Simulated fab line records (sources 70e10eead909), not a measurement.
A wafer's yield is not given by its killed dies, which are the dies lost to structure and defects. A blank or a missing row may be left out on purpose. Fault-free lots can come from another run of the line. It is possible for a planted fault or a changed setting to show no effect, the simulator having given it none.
fab line records -- flow nandHarc
record lots=15, wafers=42, lastDay=25
route steps=1159 shown A_ZERO_WELL@405 A_SOURCE_PLATE@423 A_ONON_D1@426 END@1159
lots that met no fault: taken from a fault-free run of the same line
startH: the number of hours between the record's first day and the start of the first shown wafer of the lot -- waitH: hours since the lot's step before -- " same as the row above -- L1.1+2: a single row standing in for several wafers -- - value missing, or start not given -- * or withheld: withheld -- < > ~ a bound
route shown NAME@n: NAME is a module with steps in the file, n the number in the route of the first one -- usual: mean/standard deviation taken from wafers without a fault -- same: alike in all rows -- chamber/n: place in a boat -- sites: readings site by site -- _std_site: the standard deviation of these -- _edge_site: the outer-site mean with the inner-site mean subtracted -- radiusMm: for every site, how far away it sits from the centre of the wafer -- mask NAME#n: copy n -- behind: the most recent tool/chamber to have shaped the wafer -- hold: what put the lot on hold/how long, in hours/how the hold closed -- device: whichever transistor did not switch (one of n, p or np) -- end of line: at the end of the route, the tests of the same wafers -- a step given without rows: its recipe and nothing more -- killed: not the wafer's yield, but the dies lost to structure and defects at the first sort -- map: per-die view of a wafer (x killed, . not killed, _ where there is no die)
set.NAME: the setting that was run; set.NAME@STEP: the one run at that earlier step -- model.NAME: the simulator's own value behind a step, which no gauge read
a sample of lots followed through the steps of the route, with each step as a table and each wafer as a row
services: from which hour (startH, from the record's first day; less than 0 if before it) a tool's chamber was out of use, for how many hours, and why
## steps
# step NHARC_A_ZERO_WELL_ETCH_13
# recipe targetDepthA=1200, timeS=40.1, hbrFlowSccm=150, cl2FlowSccm=50, rfW=400, icpW=400, biasW=100, chemistry=HBr/Cl2
# usual drypumpMotorCurrentA=5.9/0.34, oesProductAu=1.001/0.011, throttleValvePct=26.406/0.0098
lot.wafer,tool,chamber,startH,waitH,drypumpMotorCurrentA,oesProductAu,rfHoursCounterH,throttleValvePct
L599.1,rieSi-06,1,130.67,-,5.8,0.996,0.8,26.409
L599.3,rieSi-06,2,130.67,-,5.4,1.023,0.8,26.405
L599.4,rieSi-06,3,130.67,-,5.4,1.011,0.8,26.401
L600.4,rieSi-05,2,142.96,-,6.1,0.989,0.6,26.416
L600.1,rieSi-05,0,142.96,-,6.6,0.997,0.5,26.404
L600.5,rieSi-05,2,142.96,-,6.1,0.988,-,26.397
L602.1,rieSi-06,1,158.08,-,5.8,0.993,1.1,26.416
L602.3,rieSi-06,2,158.08,-,5.5,1.025,1.0,26.429
L602.2,rieSi-06,0,158.08,-,6.2,1.014,1.0,26.411
L609.4,rieSi-05,2,195.85,-,6.1,0.991,0.9,26.405
L609.3,rieSi-05,1,195.85,-,5.8,0.994,0.8,26.408
L612.2,rieSi-06,1,207.56,-,5.7,0.994,0.1,26.417
L612.4,rieSi-06,2,207.56,-,5.5,0.991,0.1,26.405
L612.5,rieSi-06,1,207.56,-,5.8,1.001,-,26.421
L613.4,rieSi-02,1,207.78,-,5.7,1.029,1.2,26.406
L613.2,rieSi-02,3,207.78,-,6.1,1.012,1.3,26.410
L613.5,rieSi-02,0,207.78,-,5.9,1.004,-,26.410
L611.4,rieSi-05,3,208.73,-,6.2,1.009,1.1,26.403
L611.3,rieSi-05,1,208.73,-,5.8,0.984,0.9,26.394
L610.3,rieSi-06,0,217.26,-,6.2,1.015,0.2,26.400
L610.6,rieSi-06,2,217.26,-,5.5,0.995,-,26.402
L614.1,rieSi-05,3,229.35,-,6.2,1.007,1.3,26.388
L614.5,rieSi-05,2,229.35,-,6.1,0.989,-,26.403
L614.6,rieSi-05,3,229.35,-,6.2,1.010,-,26.412
L617.1,rieSi-06,3,240.00,-,5.4,0.999,0.4,26.415
L617.6,rieSi-06,3,240.00,-,5.4,1.011,-,26.402
L617.5,rieSi-06,0,240.00,-,6.2,1.002,-,26.394
L619.1,rieSi-02,1,243.17,-,5.7,1.018,0.2,26.402
L619.4,rieSi-02,2,243.17,-,6.1,0.996,0.2,26.393
L619.6,rieSi-02,1,243.17,-,5.6,1.007,-,26.400
L618.3,rieSi-06,2,244.13,-,5.5,0.985,0.4,26.416
L618.2,rieSi-06,3,244.13,-,5.4,1.014,0.5,26.401
L618.6,rieSi-06,0,244.13,-,6.2,0.997,-,26.409
L620.3,rieSi-05,1,258.84,-,5.8,1.002,0.0,26.403
L620.6,rieSi-05,3,258.84,-,6.2,1.000,-,26.416
L620.5,rieSi-05,0,258.84,-,6.6,1.005,-,26.415
L621.1,rieSi-02,3,259.91,-,6.1,0.991,0.3,26.429
L621.2,rieSi-02,0,259.91,-,5.9,0.985,0.3,26.411
L621.4,rieSi-02,2,259.91,-,6.2,0.995,0.4,26.395
L622.4,rieSi-06,3,274.25,-,5.4,1.003,0.6,26.422
L622.2,rieSi-06,1,274.25,-,5.8,0.987,0.7,26.399
L622.3,rieSi-06,2,274.25,-,5.5,0.979,0.6,26.400
# step NHARC_A_SOURCE_PLATE_INSPECT_08
# usual rawDefectCount=53/19
lot.wafer,tool,chamber,startH,waitH,rawDefectCount
L599.1,defectInspect-02,-,152.76,0.0,55
L599.3,defectInspect-02,-,152.76,0.0,37
L599.4,defectInspect-02,-,152.76,0.0,38
L600.1,defectInspect-01,-,164.90,0.0,48
L600.4,defectInspect-01,-,164.90,0.0,52
L600.5,defectInspect-01,-,164.90,0.0,110
L602.1,defectInspect-02,-,181.79,0.0,79
L602.2,defectInspect-02,-,181.79,0.0,40
L602.3,defectInspect-02,-,181.79,0.0,44
L609.3,defectInspect-02,-,218.24,0.0,69
L609.4,defectInspect-02,-,218.24,0.0,62
L613.2,defectInspect-01,-,233.12,0.0,62
L613.4,defectInspect-01,-,233.12,0.0,30
L613.5,defectInspect-01,-,233.12,0.0,104
L611.3,defectInspect-01,-,233.14,0.0,59
L611.4,defectInspect-01,-,233.14,0.0,73
L612.2,defectInspect-02,-,233.14,0.0,52
L612.4,defectInspect-02,-,233.14,0.0,58
L612.5,defectInspect-02,-,233.14,0.0,76
L610.3,defectInspect-02,-,240.78,0.0,37
L610.6,defectInspect-02,-,240.78,0.0,30
L614.1,defectInspect-02,-,251.65,0.0,75
L614.5,defectInspect-02,-,251.65,0.0,77
L614.6,defectInspect-02,-,251.65,0.0,41
L617.1,defectInspect-01,-,259.87,0.0,32
L617.5,defectInspect-01,-,259.87,0.0,34
L617.6,defectInspect-01,-,259.87,0.0,35
L619.1,defectInspect-02,-,265.92,0.0,70
L619.4,defectInspect-02,-,265.92,0.0,42
L619.6,defectInspect-02,-,265.92,0.0,63
L618.2,defectInspect-01,-,265.92,0.0,70
L618.3,defectInspect-01,-,265.92,0.0,41
L618.6,defectInspect-01,-,265.92,0.0,53
L620.3,defectInspect-01,-,282.96,0.0,78
L620.5,defectInspect-01,-,282.96,0.0,50
L620.6,defectInspect-01,-,282.96,0.0,52
L621.1,defectInspect-02,-,282.97,0.0,70
L621.2,defectInspect-02,-,282.97,0.0,74
L621.4,defectInspect-02,-,282.97,0.0,38
L622.2,defectInspect-02,-,299.14,0.0,60
L622.3,defectInspect-02,-,299.14,0.0,43
L622.4,defectInspect-02,-,299.14,0.0,52
# step NHARC_A_ONON_D1_DEP_03
# recipe targetThkA=10000, n2FlowSccm=2750, n2oFlowSccm=2000, nh3FlowSccm=500, sih4FlowSccm=210, tempC=400
# usual n2oFlowSccm=1999/6.2, sih4FlowSccm=210.1/0.62
lot.wafer,tool,chamber,startH,waitH,n2oFlowSccm,sih4FlowSccm
L599.1,pecvdOnon-02,0,153.39,0.1,2005,210.5
L599.3,pecvdOnon-02,0,153.39,0.1,2005,211.1
L599.4,pecvdOnon-02,0,153.39,0.1,2008,210.4
L600.1,pecvdOnon-01,0,165.53,0.1,1991,210.3
L600.4,pecvdOnon-01,0,165.53,0.1,1988,209.8
L600.5,pecvdOnon-01,0,165.53,0.1,1980,209.4
L602.1,pecvdOnon-01,0,182.41,0.1,1993,210.5
L602.2,pecvdOnon-01,0,182.41,0.1,1995,211.0
L602.3,pecvdOnon-01,0,182.41,0.1,1997,209.8
L609.3,pecvdOnon-03,0,218.98,0.2,2006,209.7
L609.4,pecvdOnon-03,0,218.98,0.2,1994,209.2
L613.2,pecvdOnon-02,0,233.80,0.1,2002,210.9
L613.4,pecvdOnon-02,0,233.80,0.1,1991,211.2
L613.5,pecvdOnon-02,0,233.80,0.1,1991,211.2
L612.2,pecvdOnon-01,0,233.83,0.1,2007,209.8
L612.4,pecvdOnon-01,0,233.83,0.1,2009,210.1
L612.5,pecvdOnon-01,0,233.83,0.1,2007,210.3
L611.3,pecvdOnon-03,0,233.88,0.2,1993,209.5
L611.4,pecvdOnon-03,0,233.88,0.2,2002,209.7
L610.3,pecvdOnon-03,0,241.54,0.2,2001,210.6
L610.6,pecvdOnon-03,0,241.54,0.2,1995,209.9
L614.1,pecvdOnon-01,0,252.28,0.1,2003,208.5
L614.5,pecvdOnon-01,0,252.28,0.1,1989,209.2
L614.6,pecvdOnon-01,0,252.28,0.1,1995,209.6
L617.1,pecvdOnon-02,0,260.50,0.1,1999,209.8
L617.5,pecvdOnon-02,0,260.50,0.1,2004,209.8
L617.6,pecvdOnon-02,0,260.50,0.1,2008,209.8
L619.1,pecvdOnon-01,0,266.55,0.1,1998,209.3
L619.4,pecvdOnon-01,0,266.55,0.1,2003,209.7
L619.6,pecvdOnon-01,0,266.55,0.1,1998,209.2
L618.2,pecvdOnon-02,0,266.61,0.1,1997,210.7
L618.3,pecvdOnon-02,0,266.61,0.1,2004,210.8
L618.6,pecvdOnon-02,0,266.61,0.1,2009,210.1
L621.1,pecvdOnon-02,0,283.61,0.1,2006,211.1
L621.2,pecvdOnon-02,0,283.61,0.1,2008,210.3
L621.4,pecvdOnon-02,0,283.61,0.1,2001,210.1
L620.3,pecvdOnon-01,0,283.71,0.2,2000,209.6
L620.5,pecvdOnon-01,0,283.71,0.2,1998,210.8
L620.6,pecvdOnon-01,0,283.71,0.2,1992,209.6
L622.2,pecvdOnon-01,0,299.84,0.1,2006,211.3
L622.3,pecvdOnon-01,0,299.84,0.1,1995,211.0
L622.4,pecvdOnon-01,0,299.84,0.1,1998,209.3
# step NHARC_A_ONON_D1_THK_MEAS_05
# recipe thkMeasGauge=ellipsometry
# usual thkNm=1000/7.8
lot.wafer,tool,chamber,startH,waitH,thkNm
L599.1,filmMetro-02,-,153.89,-,991
L599.3,filmMetro-02,-,153.89,-,988
L599.4,filmMetro-02,-,153.89,-,990
L600.1,filmMetro-01,-,166.04,-,1010
L600.4,filmMetro-01,-,166.04,-,1009
L600.5,filmMetro-01,-,166.04,-,1006
L602.1,filmMetro-02,-,182.93,-,998
L602.2,filmMetro-02,-,182.93,-,1003
L602.3,filmMetro-02,-,182.93,-,998
L609.3,filmMetro-02,-,219.37,-,991
L609.4,filmMetro-02,-,219.37,-,359
L613.2,filmMetro-01,-,234.26,-,996
L613.4,filmMetro-01,-,234.26,-,993
L613.5,filmMetro-01,-,234.26,-,992
L611.3,filmMetro-02,-,234.28,-,989
L611.4,filmMetro-02,-,234.28,-,353
L612.2,filmMetro-01,-,234.28,-,996
L612.4,filmMetro-01,-,234.28,-,995
L612.5,filmMetro-01,-,234.28,-,997
L610.3,filmMetro-02,-,241.94,-,1001
L610.6,filmMetro-02,-,241.94,-,366
L614.1,filmMetro-01,-,252.79,-,992
L614.5,filmMetro-01,-,252.79,-,994
L614.6,filmMetro-01,-,252.79,-,991
L617.1,filmMetro-02,-,261.02,-,1005
L617.5,filmMetro-02,-,261.02,-,1005
L617.6,filmMetro-02,-,261.02,-,1003
L619.1,filmMetro-02,-,267.06,-,1006
L619.4,filmMetro-02,-,267.06,-,1005
L619.6,filmMetro-02,-,267.06,-,1006
L618.2,filmMetro-01,-,267.07,-,993
L618.3,filmMetro-01,-,267.07,-,993
L618.6,filmMetro-01,-,267.07,-,993
L620.3,filmMetro-01,-,284.11,-,996
L620.5,filmMetro-01,-,284.11,-,995
L620.6,filmMetro-01,-,284.11,-,996
L621.1,filmMetro-02,-,284.12,-,1007
L621.2,filmMetro-02,-,284.12,-,1007
L621.4,filmMetro-02,-,284.12,-,1007
L622.2,filmMetro-02,-,300.28,-,996
L622.3,filmMetro-02,-,300.28,-,998
L622.4,filmMetro-02,-,300.28,-,995
# step NHARC_END_SORT_01
# recipe tempC=25
# usual killedAtArray=25/9.2, killedAtOther=0.8/1.2, killedAtPeriphery=3.9/2.6, killedDies=30/9.7, killedOpen=3.4/1.9, killedShort=2.0/1.4
# same grossDies=677
lot.wafer,tool,chamber,startH,waitH,killedAtArray,killedAtOther,killedAtPeriphery,killedDies,killedOpen,killedShort
L609.3,prober-02,0,500.63,3.1,25,1,2,28,3,4
L609.4,prober-02,0,501.43,3.4,671,0,6,677,6,3
L613.2,prober-01,0,508.24,2.8,30,0,0,30,5,2
L613.5,prober-01,0,510.61,3.7,30,0,0,30,3,4
L612.2,prober-02,0,508.28,2.8,23,0,3,26,4,2
L612.4,prober-02,0,509.88,3.4,18,1,3,22,2,1
L612.5,prober-02,0,510.69,3.7,14,2,6,22,5,2
L611.3,prober-01,0,516.79,3.1,24,0,3,27,5,1
L611.4,prober-01,0,517.59,3.4,671,0,6,677,2,2
L610.3,prober-02,0,519.11,3.1,35,2,1,38,4,2
L610.6,prober-02,0,521.54,4.1,674,1,2,677,2,1
L617.6,prober-01,0,547.94,4.0,26,0,0,26,1,0
L619.4,prober-02,0,554.09,3.4,33,1,5,39,3,4
# killed by level:class
L609.3 A_SLIT:chamberFilmFlake=7 A_STAIRCASE:chamberFilmFlake=6 A_CONTACT:chamberFilmFlake=4 A_CHANNEL_HOLE_D1:chamberFilmFlake=3 A_WL_FILL:geometricParticle:open=2 P_GATE:geometricParticle:short=1 P_GATE:geometricParticle:open=1 A_ONON_D1:geometricParticle:short=1
L609.4 A_ONON_D1:areaDep=631 A_STAIRCASE:chamberFilmFlake=14 A_SLIT:chamberFilmFlake=10 A_CONTACT:chamberFilmFlake=5 A_WL_FILL:geometricParticle:open=2 P_STI:chamberFilmFlake=2 P_M0:chamberFilmFlake=2 A_WL_FILL:chamberFilmFlake=2
L613.2 A_SLIT:chamberFilmFlake=10 A_STAIRCASE:chamberFilmFlake=6 A_WL_FILL:chamberFilmFlake=4 A_ONON_D1:geometricParticle:short=2 A_WL_FILL:geometricParticle:open=2 A_CONTACT:geometricParticle:open=2 A_CONTACT:chamberFilmFlake=2 A_ONON_D1:geometricParticle:open=1
L612.2 A_CHANNEL_HOLE_D1:chamberFilmFlake=12 A_SGD_CUT:chamberFilmFlake=3 A_CONTACT:chamberFilmFlake=2 P_CONTACT:geometricParticle:short=1 P_CONTACT:geometricParticle:open=1 A_CHANNEL_FILL_D1:geometricParticle:short=1 A_WL_FILL:geometricParticle:open=1 A_BLC:geometricParticle:open=1
L612.4 A_CHANNEL_HOLE_D1:chamberFilmFlake=9 A_SGD_CUT:chamberFilmFlake=3 P_M0:chamberFilmFlake=2 A_CONTACT:chamberFilmFlake=2 P_M1:geometricParticle:open=1 A_CHANNEL_FILL_D1:geometricParticle:open=1 A_CONTACT:geometricParticle:short=1 A_ZERO_WELL:chamberFilmFlake=1
L613.5 A_SLIT:chamberFilmFlake=9 A_CHANNEL_HOLE_D1:chamberFilmFlake=6 A_STAIRCASE:chamberFilmFlake=6 A_WL_FILL:geometricParticle:short=2 A_SOURCE_PLATE:geometricParticle:short=1 A_ONON_D1:geometricParticle:open=1 A_CHANNEL_FILL_D1:geometricParticle:short=1 A_CHANNEL_FILL_D1:geometricParticle:open=1
L612.5 A_CHANNEL_HOLE_D1:chamberFilmFlake=6 A_CONTACT:chamberFilmFlake=4 THIN_TSV:chamberFilmFlake=2 P_GATE:geometricParticle:short=1 P_GATE:geometricParticle:open=1 P_CONTACT:geometricParticle:short=1 P_M2:geometricParticle:open=1 A_ONON_D1:geometricParticle:open=1
L611.3 A_SLIT:chamberFilmFlake=14 A_CONTACT:geometricParticle:open=3 A_CONTACT:chamberFilmFlake=3 P_M0:geometricParticle:open=2 A_CHANNEL_HOLE_D1:chamberFilmFlake=2 A_M1:geometricParticle:short=1 P_GATE:chamberFilmFlake=1 A_WL_FILL:chamberFilmFlake=1
L611.4 A_ONON_D1:areaDep=647 A_SLIT:chamberFilmFlake=11 A_CHANNEL_HOLE_D1:chamberFilmFlake=4 A_CONTACT:chamberFilmFlake=4 A_STAIRCASE:chamberFilmFlake=3 P_ZERO_WELL:chamberFilmFlake=2 P_GATE:chamberFilmFlake=2 P_STI:geometricParticle:short=1
L610.3 A_CHANNEL_HOLE_D1:chamberFilmFlake=17 A_SLIT:chamberFilmFlake=9 A_CONTACT:chamberFilmFlake=3 A_M0:geometricParticle:open=2 HYBRID_BOND:chamberFilmFlake=2 P_CONTACT:geometricParticle:short=1 A_CHANNEL_HOLE_D1:geometricParticle:open=1 A_SGD_CUT:geometricParticle:short=1
L610.6 A_ONON_D1:areaDep=640 A_CHANNEL_HOLE_D1:chamberFilmFlake=17 A_SLIT:chamberFilmFlake=11 A_ONON_D1:geometricParticle:open=1 A_CONTACT:geometricParticle:open=1 A_CONTACT:geometricParticle:short=1 P_ZERO_WELL:chamberFilmFlake=1 P_GATE:chamberFilmFlake=1
L617.6 A_STAIRCASE:chamberFilmFlake=13 A_CHANNEL_HOLE_D1:chamberFilmFlake=11 A_ONON_D1:geometricParticle:open=1 A_WL_FILL:chamberFilmFlake=1
L619.4 A_SLIT:chamberFilmFlake=11 A_CHANNEL_HOLE_D1:chamberFilmFlake=10 A_CHANNEL_FILL_D1:chamberFilmFlake=3 A_CONTACT:chamberFilmFlake=3 P_M0:chamberFilmFlake=2 P_CONTACT:geometricParticle:short=1 P_CONTACT:geometricParticle:open=1 A_SOURCE_PLATE:geometricParticle:short=1
## services
tool,chamber,startH,hours,kind
pecvdOnon-02,-,111.10,13.0,pm
rieSi-02,2,128.28,7.7,repair
rieSi-02,3,147.59,6.5,repair
pecvdOnon-03,-,153.00,13.0,pm
rieSi-05,0,169.77,3.0,repair
rieSi-06,-,183.00,9.0,pm
rieSi-06,0,183.00,9.0,ventCycle
rieSi-06,1,183.00,9.0,ventCycle
rieSi-06,2,183.00,9.0,ventCycle
rieSi-06,3,183.00,9.0,ventCycle
rieSi-05,3,189.05,3.4,repair
rieSi-06,0,192.00,-,clean
rieSi-06,1,192.00,-,clean
rieSi-06,2,192.00,-,clean
rieSi-06,3,192.00,-,clean
pecvdOnon-01,-,195.00,13.0,pm
rieSi-02,-,211.00,9.0,pm
rieSi-06,1,232.24,5.8,repair
rieSi-05,-,239.00,9.0,pm
rieSi-05,0,239.00,9.0,ventCycle
rieSi-06,-,252.81,0.5,repair
rieSi-02,-,255.07,0.5,repair
pecvdOnon-02,-,292.10,13.0,pm
rieSi-02,2,293.47,18.7,repair
## key
firstSign step=NHARC_A_ONON_D1_THK_MEAS_05, reading=thkNm, direction=down, sigmas=82, usual=1000, struck=359
effect step=NHARC_END_SORT_01, reading=killedAtArray, direction=up, sigmas=70, usual=25, struck=672
moreKillsBornAt NHARC_A_ONON_D1_DEP_03@pecvdOnon-03=1918
metAt NHARC_A_ONON_D1_DEP_03
struckLots L609,L610,L611
struckWafers L609.4,L610.6,L611.4
laterRowsLeftOut L609.4,L610.6,L611.4
testerLeftOut L609,L610,L611
notActingAt NHARC_A_ZERO_WELL_ETCH_13,NHARC_A_SOURCE_PLATE_INSPECT_08
fault kind=processParameterDrift, tool=pecvdOnon-03, chamber=-, onsetH=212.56, steps=NHARC_A_ONON_D1_DEP_03, channel=targetThkA, offset=*, shape=step, endH=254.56, scope=struckWafersOnly, actsIn=*, stated=*
# testerLeftOut: of these lots the tester's yield and bins aren't shown, on N5 and GAA mostly nor the transistor test; their killed dies are dies lost to structure and defects alone, not to doping, threshold or leakage, so they don't give the yield
# laterRowsLeftOut: the simulator's readings of these wafers behind a module that went badly wrong aren't trusted and aren't shown, but for the sort
